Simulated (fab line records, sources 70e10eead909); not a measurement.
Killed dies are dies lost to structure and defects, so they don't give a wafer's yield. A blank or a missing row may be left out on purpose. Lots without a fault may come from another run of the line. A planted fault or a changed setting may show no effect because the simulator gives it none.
fab line records | flow nand_harc
record lots=4 wafers=12 last_day=32
route steps=1302 shown A_CHANNEL_HOLE_D1@450 END@1302
lots that met no fault: from a run of the same line without faults
start_h: hours from the record's first day to the start of the lot's first wafer shown | wait_h: hours since the lot's step before | " the same as in the row above | L1.1+2: a row that stands for several wafers | - no value, or no start given | * or withheld: withheld | < > ~ a bound
route shown NAME@n: a module of which the file shows steps, and the number in the route of the first | usual: mean/standard deviation of fault-free wafers | same: alike in all rows | chamber/n: place in a boat | sites: the reading at each site | _std_site: their standard deviation | _edge_site: outer sites' mean less inner sites' | radius_mm: how far each site lies from the wafer's centre | mask NAME#n: copy n | behind: the tool/chamber that last shaped the wafer | hold: why the lot was held/for how many hours/how that ended | device: the transistor (n, p or np) that didn't switch | end of line: the same wafers' tests at the end of the route | a step without rows: its recipe alone | killed: dies lost to structure and defects at the first sort, not the wafer's yield | map: a wafer's dies, x killed, . not, _ none there
set.NAME: the setting as run; set.NAME@STEP: as run at that earlier step | model.NAME: the simulator's own value behind a step, which no gauge read
lots at some steps of the route; a table a step, a row a wafer
services: from which hour (start_h, from the record's first day; less than 0 if before it) a tool's chamber was out of use, for how many hours, and why
## steps
# step NHARC_A_CHANNEL_HOLE_D1_DEP_00
# recipe target_thk_a=31000 temp_c=400 material=aC
# step NHARC_A_CHANNEL_HOLE_D1_DEP_01
# recipe target_thk_a=1400 target_thk_nm=140 temp_c=400 pressure_torr=3.5 flow_sccm=200 rf_w=350 material=SiON
# step NHARC_A_CHANNEL_HOLE_D1_DEHYDRATE_02
# recipe temp_c=150 time_s=120
# step NHARC_A_CHANNEL_HOLE_D1_HMDS_03
# recipe time_s=30
# step NHARC_A_CHANNEL_HOLE_D1_COAT_36
# recipe temp_c=260 time_s=75
# step NHARC_A_CHANNEL_HOLE_D1_COAT_37
# recipe temp_c=225 time_s=65
# step NHARC_A_CHANNEL_HOLE_D1_COAT_04
# recipe spin_rpm=1500 resist_thk_nm=90
# step NHARC_A_CHANNEL_HOLE_D1_SOFTBAKE_05
# recipe temp_c=105 time_s=55
# step NHARC_A_CHANNEL_HOLE_D1_EBR_06
# step NHARC_A_CHANNEL_HOLE_D1_EXPOSE_07
# recipe na=1.35 target_cd_nm=100 sigma_outer=0.3 dose_mj=59.65 mask_id=HOLE_D1
# usual exposure_dose_mJ_cm2=59.65/0.06
# same sigma_outer=0.3
# columns lot.wafer tool chamber start_h wait_h mask exposure_dose_mJ_cm2
L917.2 arfi_scanner-02 0 207.72 - HOLE_D1#0 59.72
L917.3 " 0 " " HOLE_D1#0 59.59
L917.4 " 0 " " HOLE_D1#0 59.69
L919.1 arfi_scanner-02 0 228.48 - HOLE_D1#0 55.65
L919.3 " 0 " " HOLE_D1#0 55.53
L919.4 " 0 " " HOLE_D1#0 55.61
L925.1 arfi_scanner-02 0 296.29 - HOLE_D1#0 56.44
L925.3 " 0 " " HOLE_D1#0 56.40
L925.6 " 0 " " HOLE_D1#0 56.51
L934.2 arfi_scanner-03 0 385.65 - HOLE_D1#0 59.74
L934.3 " 0 " " HOLE_D1#0 59.70
L934.5 " 0 " " HOLE_D1#0 59.68
# step NHARC_A_CHANNEL_HOLE_D1_PEB_08
# recipe peb_temp_c=100 peb_time_s=65
# step NHARC_A_CHANNEL_HOLE_D1_DEVELOP_09
# recipe develop_time_s=35 dev_temp_c=23
# step NHARC_A_CHANNEL_HOLE_D1_CD_MEAS_10
# recipe target_cd_nm=100 landing_energy_ev=500
# usual cd_nm=100.0/0.43
# columns lot.wafer tool chamber start_h wait_h cd_nm
L917.2 cd_sem-02 0 207.86 - 99.5
L917.3 " 0 " " 99.7
L917.4 " 0 " " 99.5
L919.1 cd_sem-01 0 228.62 - 96.3
L919.3 " 0 " " 96.3
L919.4 " 0 " " 96.6
L925.1 cd_sem-02 0 296.43 - 96.9
L925.3 " 0 " " 96.8
L925.6 " 0 " " 97.2
L934.2 cd_sem-03 0 385.78 - 99.5
L934.3 " 0 " " 99.9
L934.5 " 0 " " 99.6
# step NHARC_A_CHANNEL_HOLE_D1_DESCUM_15
# recipe time_s=3 o2_flow_sccm=200 ar_flow_sccm=0 bias_power_w=0 chemistry=O2
# usual drypump_motor_current_A=5.7/0.5 oes_product_au=0.997/0.0064 rf_vpp_V=57.8/0.92 showerhead_plenum_p_Torr=1.90/0.062 throttle_valve_pct=11.312/0.0093
# columns lot.wafer tool chamber start_h wait_h drypump_motor_current_A oes_product_au rf_hours_counter_h rf_vpp_V showerhead_plenum_p_Torr throttle_valve_pct model.A_CHANNEL_HOLE_D1.cd_nm
L917.2 rie_diel-12 1 208.04 0.1 5.1 1.008 8 56.7 1.89 11.311 100.1
L917.4 " 2 " " 5.7 1.007 8 57.8 1.87 11.320 99.13
L917.3 " 0 " " 6.5 0.993 8 59.2 1.99 11.331 100.1
L919.1 rie_diel-12 2 228.81 0.1 5.7 0.996 10 57.5 1.87 11.312 96.41
L919.3 " 1 " " 5.1 0.989 10 58.6 1.89 11.329 96.16
L919.4 " 2 " " 5.7 0.994 - 59.0 1.87 11.325 96.49
L925.3 rie_diel-05 3 296.61 0.1 5.3 0.997 22 56.3 1.86 11.316 97.3
L925.1 " 1 " " 6.1 1.016 24 56.6 1.81 11.302 97.12
L925.6 " 3 " " 5.3 0.996 - 58.3 1.86 11.310 97.42
L934.3 rie_diel-12 3 385.97 0.1 6.1 0.989 10 59.2 1.85 11.298 99.43
L934.2 " 0 " " 6.5 0.998 9 57.3 1.98 11.295 99.5
L934.5 " 0 " " 6.5 0.998 - 58.6 1.98 11.313 99.7
# step NHARC_A_CHANNEL_HOLE_D1_ETCH_38
# recipe target_depth_a=390 over_etch_frac=0.3 time_s=65 ion_energy_ev=80 cf4_flow_sccm=150 ar_flow_sccm=0 rf_w=300 bias_w=100 chemistry=CF4
# step NHARC_A_CHANNEL_HOLE_D1_ETCH_39
# recipe target_depth_a=2600 over_etch_frac=0.3 time_s=325 ion_energy_ev=200 n2_flow_sccm=150 h2_flow_sccm=150 ar_flow_sccm=0 rf_w=400 bias_w=150 chemistry=N2/H2
# step NHARC_A_CHANNEL_HOLE_D1_ETCH_34
# recipe target_depth_a=1540 time_s=77 cf4_flow_sccm=100 chf3_flow_sccm=30 ar_flow_sccm=0 rf_w=500 bias_w=200 chemistry=CF4/CHF3
# step NHARC_A_CHANNEL_HOLE_D1_ETCH_16
# recipe target_depth_a=31000 over_etch_frac=0.3 time_s=806 ion_energy_ev=150 o2_flow_sccm=400 cos_flow_sccm=20 ar_flow_sccm=0 rf_w=500 bias_w=300 chemistry=O2/COS
# step NHARC_A_CHANNEL_HOLE_D1_ETCH_19
# recipe bias_v=1200 source_w=2500 pressure_mtorr=15 time_s=34.5 ar_flow_sccm=375 c4f8_flow_sccm=28.8 o2_flow_sccm=96.2 temp_c=-20 target_depth_a=* chemistry=C4F8/O2/Ar
# step NHARC_A_CHANNEL_HOLE_D1_ETCH_20
# recipe bias_v=3000 source_w=withheld pressure_mtorr=20 time_s=361.9 ar_flow_sccm=375 c4f8_flow_sccm=89.3 o2_flow_sccm=35.7 temp_c=-20 target_depth_a=16000 chemistry=C4F8/O2/Ar
# step NHARC_A_CHANNEL_HOLE_D1_ETCH_21
# recipe bias_v=3000 source_w=withheld pressure_mtorr=20 time_s=514.3 ar_flow_sccm=375 c4f8_flow_sccm=89.3 o2_flow_sccm=35.7 temp_c=-20 target_depth_a=16000 chemistry=C4F8/O2/Ar
# step NHARC_A_CHANNEL_HOLE_D1_ETCH_22
# recipe bias_v=3000 source_w=withheld pressure_mtorr=20 time_s=666.7 ar_flow_sccm=375 c4f8_flow_sccm=89.3 o2_flow_sccm=35.7 temp_c=-20 target_depth_a=16000 chemistry=C4F8/O2/Ar
# step NHARC_A_CHANNEL_HOLE_D1_ETCH_23
# recipe bias_v=5000 source_w=withheld pressure_mtorr=20 time_s=819 ar_flow_sccm=375 c4f8_flow_sccm=89.3 o2_flow_sccm=35.7 temp_c=-20 target_depth_a=16000 chemistry=C4F8/O2/Ar
# step NHARC_A_CHANNEL_HOLE_D1_ETCH_24
# recipe bias_v=5000 source_w=withheld pressure_mtorr=20 time_s=906.2 ar_flow_sccm=375 c4f8_flow_sccm=93.8 o2_flow_sccm=31.2 temp_c=-20 target_depth_a=15000 chemistry=C4F8/O2/Ar
# step NHARC_A_CHANNEL_HOLE_D1_ETCH_25
# recipe bias_v=5000 source_w=withheld pressure_mtorr=20 time_s=1040.2 ar_flow_sccm=375 c4f8_flow_sccm=93.8 o2_flow_sccm=31.2 temp_c=-20 target_depth_a=15000 chemistry=C4F8/O2/Ar
# step NHARC_A_CHANNEL_HOLE_D1_ETCH_26
# recipe bias_v=300 source_w=2000 pressure_mtorr=30 time_s=224.1 ar_flow_sccm=375 c4f8_flow_sccm=11.4 o2_flow_sccm=113.6 temp_c=-20 target_depth_a=3000 chemistry=C4F8/O2/Ar
# step NHARC_A_CHANNEL_HOLE_D1_ETCH_33
# recipe bias_v=400 source_w=2000 pressure_mtorr=25 time_s=90 ar_flow_sccm=375 c4f8_flow_sccm=41.7 o2_flow_sccm=83.3 temp_c=-20 target_depth_a=4000 chemistry=C4F8/O2/Ar
# step NHARC_A_CHANNEL_HOLE_D1_STRIP_41
# recipe n2_flow_sccm=150 h2_flow_sccm=150 ar_flow_sccm=0 bias_w=0 chemistry=N2/H2
# step NHARC_A_CHANNEL_HOLE_D1_STRIP_42
# recipe cf4_flow_sccm=100 chf3_flow_sccm=30 ar_flow_sccm=0 bias_w=0 chemistry=CF4/CHF3
# step NHARC_A_CHANNEL_HOLE_D1_STRIP_43
# recipe o2_flow_sccm=400 cos_flow_sccm=20 ar_flow_sccm=0 bias_w=0 chemistry=O2/COS
# step NHARC_A_CHANNEL_HOLE_D1_ETCH_44
# recipe target_depth_a=1400 overetch_a=140 time_s=77 ion_energy_ev=100 cf4_flow_sccm=80 o2_flow_sccm=20 ar_flow_sccm=0 rf_w=300 bias_w=100 chemistry=CF4/O2
# usual drypump_motor_current_A=5.7/0.48 oes_product_au=0.996/0.0078 rf_vpp_V=197.8/1.2 showerhead_plenum_p_Torr=1.34/0.042 throttle_valve_pct=13.397/0.008
# columns lot.wafer tool chamber start_h wait_h drypump_motor_current_A oes_product_au rf_hours_counter_h rf_vpp_V showerhead_plenum_p_Torr throttle_valve_pct model.A_CHANNEL_HOLE_D1.cd_nm
L917.2 rie_diel-12 2 213.94 0.0 5.7 0.997 9 197.3 1.31 13.398 90.35
L917.3 " 3 " " 6.1 0.985 8 197.5 1.30 13.392 90.03
L917.4 " 0 " " 6.4 0.983 9 198.5 1.39 13.395 90.28
L919.3 rie_diel-12 1 239.04 0.1 5.1 0.986 11 195.8 1.32 13.396 84.66
L919.1 " 3 " " 6.1 0.996 10 196.7 1.30 13.386 85.97
L919.4 " 0 " " 6.5 0.987 9 198.9 1.39 13.389 86.17
L925.1 rie_diel-12 2 302.55 0.1 5.7 0.992 3 197.6 1.30 13.391 87.99
L925.3 " 3 " " 6.1 0.984 3 196.6 1.30 13.399 85.79
L925.6 " 0 " " 6.5 0.981 - 198.6 1.38 13.390 86.99
L934.3 rie_diel-12 0 398.81 0.1 6.5 0.999 12 199.1 1.38 13.397 90.17
L934.2 " 3 " " 6.1 0.988 12 196.5 1.29 13.394 89.18
L934.5 " 3 " " 6.0 0.995 - 197.2 1.29 13.390 88.21
# step NHARC_A_CHANNEL_HOLE_D1_STRIP_27
# recipe o2_flow_sccm=500 ar_flow_sccm=0 bias_w=0 chemistry=O2
# step NHARC_A_CHANNEL_HOLE_D1_PRECLEAN_28
# recipe time_s=* temp_c=50 bath_age_min=0 chemistry=SC1
# step NHARC_A_CHANNEL_HOLE_D1_SRD_29
# step NHARC_A_CHANNEL_HOLE_D1_CD_MEAS_30
# usual cd_nm=90.0/1.1
# columns lot.wafer tool chamber start_h wait_h cd_nm
L917.2 cd_sem-03 - 214.76 - 90.2
L917.3 " - " " 89.6
L917.4 " - " " 90.7
L919.1 cd_sem-02 - 239.84 - 85.8
L919.3 " - " " 84.9
L919.4 " - " " 86.2
L925.1 cd_sem-03 - 303.33 - 87.6
L925.3 " - " " 85.3
L925.6 " - " " 87.4
L934.2 cd_sem-03 - 399.74 - 89.2
L934.3 " - " " 90.2
L934.5 " - " " 88.6
# step NHARC_A_CHANNEL_HOLE_D1_XSEM_31
# recipe landing_energy_ev=35000
# usual bot_cd_nm=74.6/1.2 bow_nm=8.7/0.35 tilt_deg=0.09/0.049
# columns lot.wafer tool chamber start_h wait_h bot_cd_nm bow_nm tilt_deg
L917.2 xsem-02 0 214.85 0.1 74.7 8.7 0.05
L917.3 " 0 " " 73.9 8.5 0.05
L917.4 " 0 " " 74.4 8.6 0.05
L919.1 xsem-02 0 239.93 0.1 71.4 8.7 0.08
L919.3 " 0 " " 69.6 8.7 0.08
L919.4 " 0 " " 71.5 8.7 0.08
L925.1 xsem-02 0 303.42 0.1 71.9 9.2 0.09
L925.3 " 0 " " 69.5 9.1 0.09
L925.6 " 0 " " 70.7 9.2 0.09
L934.2 xsem-01 0 399.82 0.1 74.5 9.1 0.07
L934.3 " 0 " " 75.8 9.2 0.07
L934.5 " 0 " " 73.9 9.2 0.07
# step NHARC_END_SORT_01
# recipe temp_c=25
# usual killed_at_array=46/15 killed_at_other=0.8/1.1 killed_at_periphery=4.0/2.9 killed_dies=50/15 killed_open=3.2/1.8 killed_short=2.3/1.6
# same gross_dies=677
# columns lot.wafer tool chamber start_h wait_h killed_at_array killed_at_other killed_at_periphery killed_dies killed_open killed_short
L917.2 prober-01 0 585.44 2.8 49 3 9 61 4 3
L917.3 prober-01 0 586.23 3.1 52 0 6 58 3 1
L917.4 prober-01 0 587.02 3.4 47 0 7 54 2 2
# killed by level:class
L917.2 A_CHANNEL_HOLE_D1:chamber_film_flake=16 A_CHANNEL_HOLE_D2:chamber_film_flake=15 A_STAIRCASE:chamber_film_flake=8 P_CONTACT:chamber_film_flake=4 THIN_TSV:chamber_film_flake=3 A_ONON_D1:geometric_particle:short=2 P_ZERO_WELL:chamber_film_flake=2 A_BLC:chamber_film_flake=2
L917.3 A_CHANNEL_HOLE_D2:chamber_film_flake=25 A_CHANNEL_HOLE_D1:chamber_film_flake=20 A_STAIRCASE:chamber_film_flake=3 P_CONTACT:chamber_film_flake=2 P_STI:geometric_particle:open=1 P_GATE:geometric_particle:open=1 P_M0:geometric_particle:short=1 A_CONTACT:geometric_particle:open=1
L917.4 A_CHANNEL_HOLE_D2:chamber_film_flake=23 A_CHANNEL_HOLE_D1:chamber_film_flake=12 P_CONTACT:chamber_film_flake=5 A_STAIRCASE:chamber_film_flake=4 A_CONTACT:chamber_film_flake=3 P_GATE:chamber_film_flake=2 A_CHANNEL_FILL_D1:geometric_particle:short=1 A_ONON_D2:geometric_particle:short=1
## services
# columns tool chamber start_h hours kind
arfi_scanner-03 - 196.00 4.0 pm
rie_diel-12 0 198.40 - clean
rie_diel-12 1 198.40 - clean
rie_diel-12 2 198.40 - clean
rie_diel-12 3 198.40 - clean
rie_diel-12 0 221.18 11.2 repair
rie_diel-12 1 222.90 - clean
rie_diel-12 2 222.90 - clean
rie_diel-12 3 222.90 - clean
rie_diel-05 - 229.62 9.0 pm
rie_diel-12 3 240.37 8.1 repair
rie_diel-05 3 247.37 4.5 repair
rie_diel-12 0 247.40 - clean
rie_diel-12 1 247.40 - clean
rie_diel-12 - 268.40 9.0 pm
arfi_scanner-02 - 302.57 0.4 repair
arfi_scanner-03 - 306.82 2.5 repair
arfi_scanner-03 - 310.71 0.6 repair
arfi_scanner-02 - 312.00 4.0 pm
rie_diel-12 3 337.64 1.8 repair
arfi_scanner-02 - 356.26 0.2 repair
arfi_scanner-03 - 368.00 4.0 pm
xsem-01 - 374.00 14.0 pm
rie_diel-12 1 393.93 9.4 repair
## key
first_sign step=NHARC_A_CHANNEL_HOLE_D1_EXPOSE_07 reading=exposure_dose_mJ_cm2 direction=down sigmas=60 usual=59.65 struck=56.02
effect step=NHARC_A_CHANNEL_HOLE_D1_CD_MEAS_10 reading=cd_nm direction=down sigmas=7.6 usual=100.0 struck=96.7 through=control_loop
effect step=NHARC_A_CHANNEL_HOLE_D1_CD_MEAS_30 reading=cd_nm direction=down sigmas=3.5 usual=90.0 struck=86.2 through=control_loop
effect step=NHARC_A_CHANNEL_HOLE_D1_XSEM_31 reading=bot_cd_nm direction=down sigmas=3.2 usual=74.6 struck=70.8 through=control_loop
model_effect step=NHARC_A_CHANNEL_HOLE_D1_DESCUM_15 value=A_CHANNEL_HOLE_D1.cd_nm without=99.8 struck=96.82
model_effect step=NHARC_A_CHANNEL_HOLE_D1_ETCH_44 value=A_CHANNEL_HOLE_D1.cd_nm without=89.24 struck=86.26
met_at NHARC_A_CHANNEL_HOLE_D1_EXPOSE_07
struck_wafers L919.1,L919.3,L919.4,L925.1,L925.3,L925.6
tester_left_out L919,L925
loop_trim step=NHARC_A_CHANNEL_HOLE_D1_EXPOSE_07 setting=dose lots=L925
onset_between 207.72 228.48
fault kind=process_parameter_drift tool=arfi_scanner-02 chamber=- onset_h=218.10 steps=NHARC_A_CHANNEL_HOLE_D1_EXPOSE_07 channel=dose_mj offset=-3.9946 shape=step acts_in=these_recipes_only stated=59.65
# tester_left_out: of these lots the tester's yield and bins aren't shown, on N5 and GAA mostly nor the transistor test; their killed dies are dies lost to structure and defects alone, not to doping, threshold or leakage, so they don't give the yield
# loop_trim: a control loop set the setting to another value than it would have without faults
